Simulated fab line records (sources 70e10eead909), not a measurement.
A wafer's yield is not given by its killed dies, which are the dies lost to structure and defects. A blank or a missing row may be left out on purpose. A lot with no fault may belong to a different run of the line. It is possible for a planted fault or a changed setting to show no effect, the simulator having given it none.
fab line records || flow nand-harc || part 2 of 2: steps 29 to 39 of 39
[record] {"lots": 5, "wafers": 15, "last-day": 24}
route steps=1159 shown P_ZERO_WELL@13
lots that met no fault: from a run of the same line without faults
start-h: the number of hours between the record's first day and the start of the first shown wafer of the lot || wait-h: hours since the lot's step before || " as in the row above || L1.1+2: a row that stands for several wafers || - no value, or no start was given || * or withheld: withheld || < > ~ a bound
route shown NAME@n: names a module that has steps shown in the file, with the first one's number in the route || usual: mean/standard deviation of fault-free wafers || same: alike in all rows || chamber/n: place in a boat || sites: the reading at each site || _std_site: standard deviation of those values || _edge_site: mean of outer sites minus mean of inner sites || radius-mm: how far each site lies from the wafer's centre || mask NAME#n: copy n || behind: the last tool/chamber to shape the wafer || hold: what put the lot on hold/how long, in hours/how the hold closed || device: names the non-switching transistor (n, p or np) || end of line: the same wafers' tests at the end of the route || a step without rows: its recipe alone || killed: count of dies lost to structure and defects at first sort (not the wafer's yield) || map: a wafer's dies, x killed, . not, _ none there
set.NAME: the setting that was run; set.NAME@STEP: the one run at that earlier step || model.NAME: the simulator's own value behind a step, which no gauge read
lots seen at some steps along the route; tables by step, rows by wafer
services: a tool's chamber out of use, with start hour (start-h, from the record's first day; less than 0 if before it), hours out, and reason
[[steps]]
[step NHARC_P_ZERO_WELL_EXPOSE_34]
[recipe] {"na": 0.6, "target-cd-nm": 720, "dose-mj": 22.31, "mask-id": "P_PWELL"}
{"lot.wafer": "L080.1+4+6", "tool": "krf-scanner-03", "chamber": 0, "start-h": 51.94, "wait-h": "-", "mask": "P_PWELL#0"}
{"lot.wafer": "L082.3+5+6", "tool": "krf-scanner-03", "chamber": 0, "start-h": 63.98, "wait-h": "-", "mask": "P_PWELL#0"}
{"lot.wafer": "L085.3+4+6", "tool": "krf-scanner-02", "chamber": 0, "start-h": 81.82, "wait-h": "-", "mask": "P_PWELL#0"}
{"lot.wafer": "L091.1+4+5", "tool": "krf-scanner-04", "chamber": 0, "start-h": 118.13, "wait-h": "-", "mask": "P_PWELL#0"}
{"lot.wafer": "L096.2+5+6", "tool": "krf-scanner-04", "chamber": 0, "start-h": 148.01, "wait-h": "-", "mask": "P_PWELL#0"}
[step NHARC_P_ZERO_WELL_PEB_35]
[recipe] {"peb-temp-c": 118, "peb-time-s": 85}
{"lot.wafer": "L080.1+4+6", "tool": "litho-track-02", "chamber": 0, "start-h": 52.00, "wait-h": 0.1}
{"lot.wafer": "L082.3+5+6", "tool": "litho-track-02", "chamber": 0, "start-h": 64.04, "wait-h": 0.1}
{"lot.wafer": "L085.3+4+6", "tool": "litho-track-03", "chamber": 0, "start-h": 81.88, "wait-h": 0.1}
{"lot.wafer": "L091.1+4+5", "tool": "litho-track-02", "chamber": 0, "start-h": 118.20, "wait-h": 0.1}
{"lot.wafer": "L096.2+5+6", "tool": "litho-track-03", "chamber": 0, "start-h": 148.08, "wait-h": 0.1}
[step NHARC_P_ZERO_WELL_DEVELOP_36]
[recipe] {"time-s": 70}
{"lot.wafer": "L080.1+4+6", "tool": "litho-track-02", "chamber": 0, "start-h": "-", "wait-h": "-"}
{"lot.wafer": "L082.3+5+6", "tool": "litho-track-02", "chamber": 0, "start-h": "-", "wait-h": "-"}
{"lot.wafer": "L085.3+4+6", "tool": "litho-track-03", "chamber": 0, "start-h": "-", "wait-h": "-"}
{"lot.wafer": "L091.1+4+5", "tool": "litho-track-02", "chamber": 0, "start-h": "-", "wait-h": "-"}
{"lot.wafer": "L096.2+5+6", "tool": "litho-track-03", "chamber": 0, "start-h": "-", "wait-h": "-"}
[step NHARC_P_ZERO_WELL_CD_MEAS_37]
[recipe] {"target-cd-nm": 720, "landing-energy-ev": 500}
[usual] {"cd-nm": "719.6/2.1"}
[same] {"landing-energy-ev": 500}
{"lot.wafer": "L080.1", "tool": "cd-sem-03", "chamber": 0, "start-h": 52.09, "wait-h": "-", "cd-nm": 720.5}
{"lot.wafer": "L080.4", "tool": "cd-sem-03", "chamber": 0, "start-h": 52.09, "wait-h": "-", "cd-nm": 721.5}
{"lot.wafer": "L080.6", "tool": "cd-sem-03", "chamber": 0, "start-h": 52.09, "wait-h": "-", "cd-nm": 717.7}
{"lot.wafer": "L082.3", "tool": "cd-sem-01", "chamber": 0, "start-h": 64.13, "wait-h": "-", "cd-nm": 722.4}
{"lot.wafer": "L082.5", "tool": "cd-sem-01", "chamber": 0, "start-h": 64.13, "wait-h": "-", "cd-nm": 718.9}
{"lot.wafer": "L082.6", "tool": "cd-sem-01", "chamber": 0, "start-h": 64.13, "wait-h": "-", "cd-nm": 718.3}
{"lot.wafer": "L085.3", "tool": "cd-sem-03", "chamber": 0, "start-h": 81.98, "wait-h": "-", "cd-nm": 715.6}
{"lot.wafer": "L085.4", "tool": "cd-sem-03", "chamber": 0, "start-h": 81.98, "wait-h": "-", "cd-nm": 717.7}
{"lot.wafer": "L085.6", "tool": "cd-sem-03", "chamber": 0, "start-h": 81.98, "wait-h": "-", "cd-nm": 718.6}
{"lot.wafer": "L091.1", "tool": "cd-sem-03", "chamber": 0, "start-h": 118.29, "wait-h": "-", "cd-nm": 718.7}
{"lot.wafer": "L091.4", "tool": "cd-sem-03", "chamber": 0, "start-h": 118.29, "wait-h": "-", "cd-nm": 720.6}
{"lot.wafer": "L091.5", "tool": "cd-sem-03", "chamber": 0, "start-h": 118.29, "wait-h": "-", "cd-nm": 721.3}
{"lot.wafer": "L096.2", "tool": "cd-sem-02", "chamber": 0, "start-h": 148.17, "wait-h": "-", "cd-nm": 719.5}
{"lot.wafer": "L096.5", "tool": "cd-sem-02", "chamber": 0, "start-h": 148.17, "wait-h": "-", "cd-nm": 718.8}
{"lot.wafer": "L096.6", "tool": "cd-sem-02", "chamber": 0, "start-h": 148.17, "wait-h": "-", "cd-nm": 720.2}
[step NHARC_P_ZERO_WELL_HARDBAKE_38]
[recipe] {"temp-c": 125, "time-s": 80}
{"lot.wafer": "L080.1+4+6", "tool": "litho-track-02", "chamber": 0, "start-h": 52.17, "wait-h": "-"}
{"lot.wafer": "L082.3+5+6", "tool": "litho-track-02", "chamber": 0, "start-h": 64.21, "wait-h": "-"}
{"lot.wafer": "L085.3+4+6", "tool": "litho-track-02", "chamber": 0, "start-h": 82.06, "wait-h": "-"}
{"lot.wafer": "L091.1+4+5", "tool": "litho-track-05", "chamber": 0, "start-h": 118.37, "wait-h": "-"}
{"lot.wafer": "L096.2+5+6", "tool": "litho-track-05", "chamber": 0, "start-h": 148.25, "wait-h": "-"}
[step NHARC_P_ZERO_WELL_DESCUM_39]
[recipe] {"time-s": 3, "o2-flow-sccm": 200, "ar-flow-sccm": 0, "bias-power-w": 0, "chemistry": "O2"}
[usual] {"drypump-motor-current-A": "5.6/0.31", "oes-product-au": "0.996/0.011", "rf-vpp-V": "57.9/0.95", "showerhead-plenum-p-Torr": "1.96/0.077", "throttle-valve-pct": "11.311/0.0081"}
[same] {"bias-power-w": 0}
{"lot.wafer": "L080.1", "tool": "rie-diel-08", "chamber": 3, "start-h": 52.29, "wait-h": "-", "drypump-motor-current-A": 6.0, "oes-product-au": 0.979, "rf-hours-counter-h": 7, "rf-vpp-V": 57.7, "showerhead-plenum-p-Torr": 2.03, "throttle-valve-pct": 11.318}
{"lot.wafer": "L080.4", "tool": "rie-diel-08", "chamber": 1, "start-h": 52.29, "wait-h": "-", "drypump-motor-current-A": 5.5, "oes-product-au": 0.984, "rf-hours-counter-h": "-", "rf-vpp-V": 58.1, "showerhead-plenum-p-Torr": 1.92, "throttle-valve-pct": 11.302}
{"lot.wafer": "L080.6", "tool": "rie-diel-08", "chamber": 3, "start-h": 52.29, "wait-h": "-", "drypump-motor-current-A": 6.0, "oes-product-au": 0.965, "rf-hours-counter-h": "-", "rf-vpp-V": 60.6, "showerhead-plenum-p-Torr": 2.03, "throttle-valve-pct": 11.302}
{"lot.wafer": "L082.3", "tool": "rie-diel-04", "chamber": 1, "start-h": 64.30, "wait-h": "-", "drypump-motor-current-A": 5.1, "oes-product-au": 0.990, "rf-hours-counter-h": 11, "rf-vpp-V": 59.2, "showerhead-plenum-p-Torr": 2.05, "throttle-valve-pct": 11.318}
{"lot.wafer": "L082.6", "tool": "rie-diel-04", "chamber": 0, "start-h": 64.30, "wait-h": "-", "drypump-motor-current-A": 5.8, "oes-product-au": 0.995, "rf-hours-counter-h": "-", "rf-vpp-V": 57.1, "showerhead-plenum-p-Torr": 1.92, "throttle-valve-pct": 11.309}
{"lot.wafer": "L082.5", "tool": "rie-diel-04", "chamber": 1, "start-h": 64.30, "wait-h": "-", "drypump-motor-current-A": 5.1, "oes-product-au": 1.000, "rf-hours-counter-h": "-", "rf-vpp-V": 57.4, "showerhead-plenum-p-Torr": 2.05, "throttle-valve-pct": 11.316}
{"lot.wafer": "L085.3", "tool": "rie-diel-01", "chamber": 1, "start-h": 82.13, "wait-h": "-", "drypump-motor-current-A": 5.8, "oes-product-au": 0.987, "rf-hours-counter-h": 7, "rf-vpp-V": 59.0, "showerhead-plenum-p-Torr": 2.02, "throttle-valve-pct": 11.313}
{"lot.wafer": "L085.4", "tool": "rie-diel-01", "chamber": 2, "start-h": 82.13, "wait-h": "-", "drypump-motor-current-A": 5.9, "oes-product-au": 0.970, "rf-hours-counter-h": 7, "rf-vpp-V": 58.6, "showerhead-plenum-p-Torr": 2.01, "throttle-valve-pct": 11.313}
{"lot.wafer": "L085.6", "tool": "rie-diel-01", "chamber": 1, "start-h": 82.13, "wait-h": "-", "drypump-motor-current-A": 5.8, "oes-product-au": 0.988, "rf-hours-counter-h": "-", "rf-vpp-V": 57.6, "showerhead-plenum-p-Torr": 2.02, "throttle-valve-pct": 11.318}
{"lot.wafer": "L091.4", "tool": "rie-diel-08", "chamber": 2, "start-h": 118.45, "wait-h": "-", "drypump-motor-current-A": 5.3, "oes-product-au": 1.014, "rf-hours-counter-h": 12, "rf-vpp-V": 57.7, "showerhead-plenum-p-Torr": 1.85, "throttle-valve-pct": 11.298}
{"lot.wafer": "L091.1", "tool": "rie-diel-08", "chamber": 1, "start-h": 118.45, "wait-h": "-", "drypump-motor-current-A": 5.5, "oes-product-au": 0.988, "rf-hours-counter-h": 12, "rf-vpp-V": 57.2, "showerhead-plenum-p-Torr": 1.92, "throttle-valve-pct": 11.311}
{"lot.wafer": "L091.5", "tool": "rie-diel-08", "chamber": 2, "start-h": 118.45, "wait-h": "-", "drypump-motor-current-A": 5.3, "oes-product-au": 1.006, "rf-hours-counter-h": "-", "rf-vpp-V": 58.3, "showerhead-plenum-p-Torr": 1.85, "throttle-valve-pct": 11.305}
{"lot.wafer": "L096.2", "tool": "rie-diel-04", "chamber": 0, "start-h": 148.35, "wait-h": "-", "drypump-motor-current-A": 5.8, "oes-product-au": 1.011, "rf-hours-counter-h": 2, "rf-vpp-V": 57.8, "showerhead-plenum-p-Torr": 1.92, "throttle-valve-pct": 11.310}
{"lot.wafer": "L096.5", "tool": "rie-diel-04", "chamber": 2, "start-h": 148.35, "wait-h": "-", "drypump-motor-current-A": 6.0, "oes-product-au": 1.001, "rf-hours-counter-h": "-", "rf-vpp-V": 56.3, "showerhead-plenum-p-Torr": 1.93, "throttle-valve-pct": 11.307}
{"lot.wafer": "L096.6", "tool": "rie-diel-04", "chamber": 3, "start-h": 148.35, "wait-h": "-", "drypump-motor-current-A": 5.4, "oes-product-au": 0.993, "rf-hours-counter-h": "-", "rf-vpp-V": 55.8, "showerhead-plenum-p-Torr": 1.81, "throttle-valve-pct": 11.314}
[step NHARC_P_ZERO_WELL_IMPLANT_40]
[recipe] {"energy-kev": 300, "dose-cm2": 1e+13, "tilt-deg": 7}
[usual] {"beam-energy-keV": "299.99/0.089", "dose-ions-cm2": "9.998e+12/1.2e+10"}
{"lot.wafer": "L080.1", "tool": "implanter-02", "chamber": 0, "start-h": 52.42, "wait-h": 0.1, "beam-energy-keV": 299.93, "dose-ions-cm2": 9.985e+12}
{"lot.wafer": "L080.4", "tool": "implanter-02", "chamber": 0, "start-h": 52.42, "wait-h": 0.1, "beam-energy-keV": 300.03, "dose-ions-cm2": 9.973e+12}
{"lot.wafer": "L080.6", "tool": "implanter-02", "chamber": 0, "start-h": 52.42, "wait-h": 0.1, "beam-energy-keV": 299.86, "dose-ions-cm2": 9.98e+12}
{"lot.wafer": "L082.3", "tool": "implanter-02", "chamber": 0, "start-h": 64.49, "wait-h": 0.2, "beam-energy-keV": 299.87, "dose-ions-cm2": 1.0007e+13}
{"lot.wafer": "L082.5", "tool": "implanter-02", "chamber": 0, "start-h": 64.49, "wait-h": 0.2, "beam-energy-keV": 299.90, "dose-ions-cm2": 1e+13}
{"lot.wafer": "L082.6", "tool": "implanter-02", "chamber": 0, "start-h": 64.49, "wait-h": 0.2, "beam-energy-keV": 299.99, "dose-ions-cm2": 1.0006e+13}
{"lot.wafer": "L085.3", "tool": "implanter-02", "chamber": 0, "start-h": 82.34, "wait-h": 0.2, "beam-energy-keV": 300.08, "dose-ions-cm2": 9.982e+12}
{"lot.wafer": "L085.4", "tool": "implanter-02", "chamber": 0, "start-h": 82.34, "wait-h": 0.2, "beam-energy-keV": 300.03, "dose-ions-cm2": 9.994e+12}
{"lot.wafer": "L085.6", "tool": "implanter-02", "chamber": 0, "start-h": 82.34, "wait-h": 0.2, "beam-energy-keV": 300.21, "dose-ions-cm2": 9.987e+12}
{"lot.wafer": "L091.1", "tool": "implanter-01", "chamber": 0, "start-h": 118.60, "wait-h": 0.1, "beam-energy-keV": 300.02, "dose-ions-cm2": 1.0007e+13}
{"lot.wafer": "L091.4", "tool": "implanter-01", "chamber": 0, "start-h": 118.60, "wait-h": 0.1, "beam-energy-keV": 300.10, "dose-ions-cm2": 1.0006e+13}
{"lot.wafer": "L091.5", "tool": "implanter-01", "chamber": 0, "start-h": 118.60, "wait-h": 0.1, "beam-energy-keV": 300.00, "dose-ions-cm2": 9.988e+12}
{"lot.wafer": "L096.2", "tool": "implanter-02", "chamber": 0, "start-h": 148.50, "wait-h": 0.1, "beam-energy-keV": 299.94, "dose-ions-cm2": 9.975e+12}
{"lot.wafer": "L096.5", "tool": "implanter-02", "chamber": 0, "start-h": 148.50, "wait-h": 0.1, "beam-energy-keV": 299.97, "dose-ions-cm2": 9.973e+12}
{"lot.wafer": "L096.6", "tool": "implanter-02", "chamber": 0, "start-h": 148.50, "wait-h": 0.1, "beam-energy-keV": 299.91, "dose-ions-cm2": 9.983e+12}
[step NHARC_P_ZERO_WELL_IMPLANT_59]
[recipe] {"energy-kev": 120, "dose-cm2": 5e+12, "tilt-deg": 7}
[usual] {"beam-energy-keV": "120.00/0.034", "dose-ions-cm2": "5e+12/5e+09"}
{"lot.wafer": "L080.1", "tool": "implanter-02", "chamber": 0, "start-h": 52.60, "wait-h": 0.2, "beam-energy-keV": 120.00, "dose-ions-cm2": 5.003e+12}
{"lot.wafer": "L080.4", "tool": "implanter-02", "chamber": 0, "start-h": 52.60, "wait-h": 0.2, "beam-energy-keV": 120.02, "dose-ions-cm2": 5.003e+12}
{"lot.wafer": "L080.6", "tool": "implanter-02", "chamber": 0, "start-h": 52.60, "wait-h": 0.2, "beam-energy-keV": 119.98, "dose-ions-cm2": 5.002e+12}
{"lot.wafer": "L082.3", "tool": "implanter-02", "chamber": 0, "start-h": 64.67, "wait-h": 0.1, "beam-energy-keV": 119.99, "dose-ions-cm2": 4.997e+12}
{"lot.wafer": "L082.5", "tool": "implanter-02", "chamber": 0, "start-h": 64.67, "wait-h": 0.1, "beam-energy-keV": 120.01, "dose-ions-cm2": 4.995e+12}
{"lot.wafer": "L082.6", "tool": "implanter-02", "chamber": 0, "start-h": 64.67, "wait-h": 0.1, "beam-energy-keV": 120.04, "dose-ions-cm2": 5.007e+12}
{"lot.wafer": "L085.3", "tool": "implanter-02", "chamber": 0, "start-h": 82.52, "wait-h": 0.1, "beam-energy-keV": 119.97, "dose-ions-cm2": 5e+12}
{"lot.wafer": "L085.4", "tool": "implanter-02", "chamber": 0, "start-h": 82.52, "wait-h": 0.1, "beam-energy-keV": 120.05, "dose-ions-cm2": 5.003e+12}
{"lot.wafer": "L085.6", "tool": "implanter-02", "chamber": 0, "start-h": 82.52, "wait-h": 0.1, "beam-energy-keV": 119.97, "dose-ions-cm2": 4.996e+12}
{"lot.wafer": "L091.1", "tool": "implanter-01", "chamber": 0, "start-h": 118.78, "wait-h": 0.2, "beam-energy-keV": 120.01, "dose-ions-cm2": 4.996e+12}
{"lot.wafer": "L091.4", "tool": "implanter-01", "chamber": 0, "start-h": 118.78, "wait-h": 0.2, "beam-energy-keV": 119.99, "dose-ions-cm2": 5.004e+12}
{"lot.wafer": "L091.5", "tool": "implanter-01", "chamber": 0, "start-h": 118.78, "wait-h": 0.2, "beam-energy-keV": 119.95, "dose-ions-cm2": 5.007e+12}
{"lot.wafer": "L096.2", "tool": "implanter-02", "chamber": 0, "start-h": 148.68, "wait-h": 0.1, "beam-energy-keV": 120.03, "dose-ions-cm2": 4.993e+12}
{"lot.wafer": "L096.5", "tool": "implanter-02", "chamber": 0, "start-h": 148.68, "wait-h": 0.1, "beam-energy-keV": 120.01, "dose-ions-cm2": 5.001e+12}
{"lot.wafer": "L096.6", "tool": "implanter-02", "chamber": 0, "start-h": 148.68, "wait-h": 0.1, "beam-energy-keV": 120.03, "dose-ions-cm2": 5.001e+12}
[step NHARC_P_ZERO_WELL_IMPLANT_60]
[recipe] {"energy-kev": 30, "dose-cm2": 2e+12, "tilt-deg": 7}
[usual] {"beam-energy-keV": "30.001/0.008", "dose-ions-cm2": "1.9993e+12/2.4e+09"}
{"lot.wafer": "L080.1", "tool": "implanter-02", "chamber": 0, "start-h": 52.78, "wait-h": 0.2, "beam-energy-keV": 30.013, "dose-ions-cm2": 2.0018e+12}
{"lot.wafer": "L080.4", "tool": "implanter-02", "chamber": 0, "start-h": 52.78, "wait-h": 0.2, "beam-energy-keV": 30.001, "dose-ions-cm2": 1.9979e+12}
{"lot.wafer": "L080.6", "tool": "implanter-02", "chamber": 0, "start-h": 52.78, "wait-h": 0.2, "beam-energy-keV": 30.011, "dose-ions-cm2": 2.0017e+12}
{"lot.wafer": "L082.3", "tool": "implanter-02", "chamber": 0, "start-h": 64.85, "wait-h": 0.2, "beam-energy-keV": 29.994, "dose-ions-cm2": 2.0005e+12}
{"lot.wafer": "L082.5", "tool": "implanter-02", "chamber": 0, "start-h": 64.85, "wait-h": 0.2, "beam-energy-keV": 29.999, "dose-ions-cm2": 1.9998e+12}
{"lot.wafer": "L082.6", "tool": "implanter-02", "chamber": 0, "start-h": 64.85, "wait-h": 0.2, "beam-energy-keV": 30.002, "dose-ions-cm2": 2.0022e+12}
{"lot.wafer": "L085.3", "tool": "implanter-02", "chamber": 0, "start-h": 82.70, "wait-h": 0.1, "beam-energy-keV": 30.011, "dose-ions-cm2": 1.9942e+12}
{"lot.wafer": "L085.4", "tool": "implanter-02", "chamber": 0, "start-h": 82.70, "wait-h": 0.1, "beam-energy-keV": 30.008, "dose-ions-cm2": 1.998e+12}
{"lot.wafer": "L085.6", "tool": "implanter-02", "chamber": 0, "start-h": 82.70, "wait-h": 0.1, "beam-energy-keV": 29.991, "dose-ions-cm2": 1.9917e+12}
{"lot.wafer": "L091.1", "tool": "implanter-01", "chamber": 0, "start-h": 118.96, "wait-h": 0.1, "beam-energy-keV": 30.015, "dose-ions-cm2": 2.0013e+12}
{"lot.wafer": "L091.4", "tool": "implanter-01", "chamber": 0, "start-h": 118.96, "wait-h": 0.1, "beam-energy-keV": 30.004, "dose-ions-cm2": 2.0008e+12}
{"lot.wafer": "L091.5", "tool": "implanter-01", "chamber": 0, "start-h": 118.96, "wait-h": 0.1, "beam-energy-keV": 30.021, "dose-ions-cm2": 2.0014e+12}
{"lot.wafer": "L096.2", "tool": "implanter-02", "chamber": 0, "start-h": 148.86, "wait-h": 0.2, "beam-energy-keV": 30.001, "dose-ions-cm2": 1.9999e+12}
{"lot.wafer": "L096.5", "tool": "implanter-02", "chamber": 0, "start-h": 148.86, "wait-h": 0.2, "beam-energy-keV": 29.996, "dose-ions-cm2": 2.0017e+12}
{"lot.wafer": "L096.6", "tool": "implanter-02", "chamber": 0, "start-h": 148.86, "wait-h": 0.2, "beam-energy-keV": 30.010, "dose-ions-cm2": 2.0038e+12}
[step NHARC_P_ZERO_WELL_STRIP_41]
[recipe] {"time-s": 840, "temp-c": 130, "chemistry": "SPM"}
[usual] {"bath-guard-temp-C": "130.0/0.59", "bath-heat-duty-pct": "14.8/1.4"}
{"lot.wafer": "L080.1", "tool": "wet-bench-07", "chamber": 5, "start-h": 53.00, "wait-h": 0.2, "bath-guard-temp-C": 130.6, "bath-heat-duty-pct": 14.6}
{"lot.wafer": "L080.6", "tool": "wet-bench-07", "chamber": 0, "start-h": 53.00, "wait-h": 0.2, "bath-guard-temp-C": 129.8, "bath-heat-duty-pct": 15.9}
{"lot.wafer": "L080.4", "tool": "wet-bench-07", "chamber": 2, "start-h": 53.00, "wait-h": 0.2, "bath-guard-temp-C": 129.9, "bath-heat-duty-pct": 14.5}
{"lot.wafer": "L082.6", "tool": "wet-bench-06", "chamber": 1, "start-h": 65.01, "wait-h": 0.0, "bath-guard-temp-C": 129.7, "bath-heat-duty-pct": 13.6}
{"lot.wafer": "L082.3", "tool": "wet-bench-06", "chamber": 2, "start-h": 65.01, "wait-h": 0.0, "bath-guard-temp-C": 130.1, "bath-heat-duty-pct": 16.2}
{"lot.wafer": "L082.5", "tool": "wet-bench-06", "chamber": 4, "start-h": 65.01, "wait-h": 0.0, "bath-guard-temp-C": 129.5, "bath-heat-duty-pct": 14.3}
{"lot.wafer": "L085.4", "tool": "wet-bench-06", "chamber": 7, "start-h": 82.85, "wait-h": 0.1, "bath-guard-temp-C": 129.2, "bath-heat-duty-pct": 12.3}
{"lot.wafer": "L085.6", "tool": "wet-bench-06", "chamber": 0, "start-h": 82.85, "wait-h": 0.1, "bath-guard-temp-C": 129.9, "bath-heat-duty-pct": 14.4}
{"lot.wafer": "L085.3", "tool": "wet-bench-06", "chamber": 1, "start-h": 82.85, "wait-h": 0.1, "bath-guard-temp-C": 130.3, "bath-heat-duty-pct": 13.0}
{"lot.wafer": "L091.4", "tool": "wet-bench-06", "chamber": 5, "start-h": 119.17, "wait-h": 0.1, "bath-guard-temp-C": 129.9, "bath-heat-duty-pct": 13.6}
{"lot.wafer": "L091.5", "tool": "wet-bench-06", "chamber": 0, "start-h": 119.17, "wait-h": 0.1, "bath-guard-temp-C": 130.5, "bath-heat-duty-pct": 14.7}
{"lot.wafer": "L091.1", "tool": "wet-bench-06", "chamber": 2, "start-h": 119.17, "wait-h": 0.1, "bath-guard-temp-C": 129.6, "bath-heat-duty-pct": 16.2}
{"lot.wafer": "L096.6", "tool": "wet-bench-01", "chamber": 1, "start-h": 149.07, "wait-h": 0.1, "bath-guard-temp-C": 129.3, "bath-heat-duty-pct": 14.2}
{"lot.wafer": "L096.2", "tool": "wet-bench-01", "chamber": 2, "start-h": 149.07, "wait-h": 0.1, "bath-guard-temp-C": 130.3, "bath-heat-duty-pct": 13.8}
{"lot.wafer": "L096.5", "tool": "wet-bench-01", "chamber": 5, "start-h": 149.07, "wait-h": 0.1, "bath-guard-temp-C": 130.6, "bath-heat-duty-pct": 15.2}
[step NHARC_P_ZERO_WELL_DEHYDRATE_44]
[recipe] {"temp-c": 150, "time-s": 120}
{"lot.wafer": "L080.1+4+6", "tool": "litho-track-03", "chamber": 0, "start-h": 53.33, "wait-h": "-"}
{"lot.wafer": "L082.3+5+6", "tool": "litho-track-03", "chamber": 0, "start-h": 65.34, "wait-h": "-"}
{"lot.wafer": "L085.3+4+6", "tool": "litho-track-05", "chamber": 0, "start-h": 83.18, "wait-h": "-"}
{"lot.wafer": "L091.1+4+5", "tool": "litho-track-05", "chamber": 0, "start-h": 119.50, "wait-h": "-"}
{"lot.wafer": "L096.2+5+6", "tool": "litho-track-05", "chamber": 0, "start-h": 149.41, "wait-h": "-"}
[[services]]
{"tool": "rie-diel-04", "chamber": 3, "start-h": 29.25, "hours": 2.6, "kind": "repair"}
{"tool": "wet-bench-01", "chamber": "-", "start-h": 32.61, "hours": 15.8, "kind": "repair"}
{"tool": "rie-diel-04", "chamber": 0, "start-h": 33.17, "hours": 12.5, "kind": "repair"}
{"tool": "rie-diel-08", "chamber": 0, "start-h": 37.74, "hours": 15.8, "kind": "repair"}
{"tool": "krf-scanner-02", "chamber": "-", "start-h": 38.00, "hours": 4.0, "kind": "pm"}
{"tool": "litho-track-03", "chamber": "-", "start-h": 38.00, "hours": 7.0, "kind": "pm"}
{"tool": "wet-bench-01", "chamber": "-", "start-h": 48.44, "hours": 8.0, "kind": "pm"}
{"tool": "implanter-01", "chamber": "-", "start-h": 53.04, "hours": 2.1, "kind": "repair"}
{"tool": "litho-track-05", "chamber": "-", "start-h": 62.00, "hours": 7.0, "kind": "pm"}
{"tool": "implanter-01", "chamber": "-", "start-h": 73.56, "hours": 1.2, "kind": "repair"}
{"tool": "implanter-02", "chamber": "-", "start-h": 73.69, "hours": 2.2, "kind": "repair"}
{"tool": "rie-si-06", "chamber": 1, "start-h": 76.89, "hours": 5.1, "kind": "repair"}
{"tool": "rie-si-06", "chamber": 0, "start-h": 77.13, "hours": 8.0, "kind": "repair"}
{"tool": "implanter-02", "chamber": "-", "start-h": 85.00, "hours": 13.0, "kind": "pm"}
{"tool": "wet-bench-07", "chamber": "-", "start-h": 96.00, "hours": 8.0, "kind": "pm"}
{"tool": "rie-diel-04", "chamber": "-", "start-h": 111.90, "hours": 9.0, "kind": "pm"}
{"tool": "rie-diel-08", "chamber": "-", "start-h": 124.80, "hours": 9.0, "kind": "pm"}
{"tool": "wet-bench-01", "chamber": "-", "start-h": 125.28, "hours": 2.1, "kind": "repair"}
{"tool": "implanter-02", "chamber": "-", "start-h": 125.74, "hours": 2.6, "kind": "repair"}
{"tool": "krf-scanner-04", "chamber": "-", "start-h": 126.25, "hours": 4.0, "kind": "pm"}
{"tool": "krf-scanner-03", "chamber": "-", "start-h": 126.33, "hours": 12.7, "kind": "repair"}
{"tool": "wet-bench-06", "chamber": "-", "start-h": 129.60, "hours": 8.0, "kind": "pm"}
{"tool": "rie-diel-01", "chamber": "-", "start-h": 137.82, "hours": 9.0, "kind": "pm"}
{"tool": "krf-scanner-04", "chamber": "-", "start-h": 138.07, "hours": 1.1, "kind": "repair"}
